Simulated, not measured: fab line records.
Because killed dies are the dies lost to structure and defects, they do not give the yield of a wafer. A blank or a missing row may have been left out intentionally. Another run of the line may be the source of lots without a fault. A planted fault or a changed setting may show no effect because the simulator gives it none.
Which tool was responsible?	flow nand harc	14 lots with 42 wafers sampled at 5 steps, on a route of 1302 steps

== WHAT THE GAUGES SHOWED, per wafer ==
NHARC_A_ONON_D2_THK_MEAS_08: measures by ellipsometry.
lot	measured	on	thk nm (nm)
L170	day 12 10:45	film metro-02	1011 1009 1011
L169	day 12 11:01	film metro-02	1000 1000 999
L171	day 13 05:08	film metro-02	1005 1006 1008
L173	day 13 16:59	film metro-01	1001 1003 1003
L175	day 14 07:42	film metro-02	1024 1025 1024
L176	day 14 23:20	film metro-01	1032 1031 1033
L184	day 18 12:17	film metro-01	677 676 677
L185	day 19 01:11	film metro-02	649 650 648
L187	day 19 19:19	film metro-02	1021 1019 1020
L188	day 19 19:20	film metro-01	999 999 997
L189	day 21 00:27	film metro-02	991 989 988
L190	day 21 02:14	film metro-01	996 997 996
L191	day 21 14:49	film metro-02	1003 1001 1005
L192	day 21 14:49	film metro-01	1016 1014 1014

NHARC_END_SORT_01.
lot	measured	on	killed at array	killed at other	killed at periphery	killed dies	killed open	killed short
L184	day 30 15:26	prober-01	672 673 673	0 0 0	5 4 4	677 677 677	3 5 6	3 2 0
L185	day 31 06:13	prober-02	671 674 674	2 1 0	4 2 3	677 677 677	4 5 2	2 4 6

== TOOL THAT RAN EACH LOT (tool first, then ch and the chambers of the sampled wafers, then the start) ==
lot	NHARC_A_CHANNEL_FILL_D1_ETCHBACK_08	NHARC_A_DECK1_JOINT_CMP_02	NHARC_A_ONON_D2_DEP_06
L170	rie diel-05 ch 2,3, day 12 08:21 or earlier	cmp-02 ch 0,1,3, day 12 08:21	pecvd onon-02 ch 0, day 12 10:14
L169	rie diel-12 ch 0,3, day 12 08:21 or earlier	cmp-01 ch 0,3, day 12 08:21	pecvd onon-03 ch 0, day 12 10:31
L171	rie diel-05 ch 0,1,2, day 13 02:43 or earlier	cmp-02 ch 1,2,3, day 13 02:43	pecvd onon-03 ch 0, day 13 04:37
L173	rie diel-04 ch 0,1,2, day 13 14:32 or earlier	cmp-01 ch 0,2, day 13 14:32	pecvd onon-02 ch 0, day 13 16:32
L175	rie diel-12 ch 0,1,3, day 14 05:19 or earlier	cmp-01 ch 0,1,2, day 14 05:19	pecvd onon-02 ch 0, day 14 07:11
L176	rie diel-04 ch 1,2,3, day 14 20:55 or earlier	cmp-03 ch 0,2,3, day 14 20:55	pecvd onon-03 ch 0, day 14 22:53
L184	rie diel-05 ch 0,1,3, day 18 09:55 or earlier	cmp-01 ch 0,1,3, day 18 09:55	pecvd onon-02 ch 0, day 18 11:50
L185	rie diel-04 ch 0,1,3, day 18 22:46 or earlier	cmp-03 ch 1,2,3, day 18 22:46	pecvd onon-02 ch 0, day 19 00:40
L187	rie diel-05 ch 0,1, day 19 16:55 or earlier	cmp-01 ch 1,2,3, day 19 16:55	pecvd onon-03 ch 0, day 19 18:49
L188	rie diel-04 ch 1,2,3, day 19 16:55 or earlier	cmp-03 ch 0,2,3, day 19 16:55	pecvd onon-04 ch 0, day 19 18:49
L189	rie diel-05 ch 0,2,3, day 20 22:03 or earlier	cmp-03 ch 0,1,3, day 20 22:03	pecvd onon-04 ch 0, day 21 00:03
L190	rie diel-05 ch 0,1,3, day 20 23:49 or earlier	cmp-03 ch 1,2,3, day 20 23:49	pecvd onon-03 ch 0, day 21 01:43
L191	rie diel-04 ch 1,2, day 21 12:23 or earlier	cmp-01 ch 0,1,2, day 21 12:23	pecvd onon-02 ch 0, day 21 14:22
L192	rie diel-05 ch 1,2,3, day 21 12:25 or earlier	cmp-03 ch 0,1,3, day 21 12:25	pecvd onon-03 ch 0, day 21 14:22
- NHARC_A_CHANNEL_FILL_D1_ETCHBACK_08: etches the open film in C4F8, target depth 220 nm, time 110 s.
- NHARC_A_DECK1_JOINT_CMP_02: polishes SiOx.
- NHARC_A_ONON_D2_DEP_06: target thk 1000 nm.

== WHAT THE TOOLS THEMSELVES READ (means of the sampled wafers that have a number; where no wafer has one, the mark that the record gives instead) ==
NHARC_A_CHANNEL_FILL_D1_ETCHBACK_08.
lot	tool	chamber pressure mTorr (mTorr)	oes product au (a.u.)	rf vpp V (V)
L170	rie diel-05	25.005	0.93	443.5
L169	rie diel-12	24.988	0.94	436.7
L171	rie diel-05	24.995	1.00	444.5
L173	rie diel-04	24.996	0.98	440.4
L175	rie diel-12	24.990	1.01	437.4
L176	rie diel-04	25.003	0.93	439.6
L184	rie diel-05	25.010	0.93	443.1
L185	rie diel-04	24.993	0.97	439.7
L187	rie diel-05	24.996	0.93	444.6
L188	rie diel-04	24.999	1.01	440.3
L189	rie diel-05	25.009	1.00	442.6
L190	rie diel-05	24.990	0.92	442.4
L191	rie diel-04	25.018	1.01	441.0
L192	rie diel-05	25.023	0.99	442.9

NHARC_A_DECK1_JOINT_CMP_02.
lot	tool	motor current A (A)
L170	cmp-02	12.6
L169	cmp-01	12.1
L171	cmp-02	12.8
L173	cmp-01	12.8
L175	cmp-01	11.6
L176	cmp-03	12.8
L184	cmp-01	11.6
L185	cmp-03	11.5
L187	cmp-01	12.2
L188	cmp-03	12.8
L189	cmp-03	14.1
L190	cmp-03	11.7
L191	cmp-01	11.5
L192	cmp-03	13.7

NHARC_A_ONON_D2_DEP_06.
lot	tool	susceptor temp C (C)
L170	pecvd onon-02	400.18
L169	pecvd onon-03	399.98
L171	pecvd onon-03	399.79
L173	pecvd onon-02	399.88
L175	pecvd onon-02	400.15
L176	pecvd onon-03	400.14
L184	pecvd onon-02	400.05
L185	pecvd onon-02	399.82
L187	pecvd onon-03	399.82
L188	pecvd onon-04	400.02
L189	pecvd onon-04	400.18
L190	pecvd onon-03	399.87
L191	pecvd onon-02	400.28
L192	pecvd onon-03	399.87

== THE ANSWER, worked out from the rows above alone ==
Rule: what is usual is taken from the lots themselves. The widest of any qualifying gaps counts: lots, ordered by their means at a reading, are off when they make up no more than a third of the lots, leave a main group of 4 or more, and stand apart from it by 3 or more times the standard deviation of that group's means. Not used: any main group whose means are identical at the precision the tables above print for the reading. Also off: a lot with no number at a reading for which 4 or more lots have one. All remaining lots with rows at the step are treated as sound. After the gauges, taken in route order, come the tools' own readings; for these a lot's mean is taken, as printed above. At the first step where some lot is off, the reading lying furthest off is the one used; lots without a number count as furthest.
Off at NHARC_A_ONON_D2_THK_MEAS_08 (thk nm): L184, L185. For the main group the mean is 1008 nm and the standard deviation 12.
A tool fits if, at a process step before that reading, it ran every lot that is off, and no sound lot after the first of them. Those tools and the gauges at NHARC_A_ONON_D2_THK_MEAS_08 are tried in the same way. NHARC_A_CHANNEL_FILL_D1_ETCHBACK_08: start missing for some lots; hours and lot order therefore follow NHARC_A_DECK1_JOINT_CMP_02. Not one of the candidates tried fits.

== WHAT WAS PUT IN BY THE SIMULATOR ==
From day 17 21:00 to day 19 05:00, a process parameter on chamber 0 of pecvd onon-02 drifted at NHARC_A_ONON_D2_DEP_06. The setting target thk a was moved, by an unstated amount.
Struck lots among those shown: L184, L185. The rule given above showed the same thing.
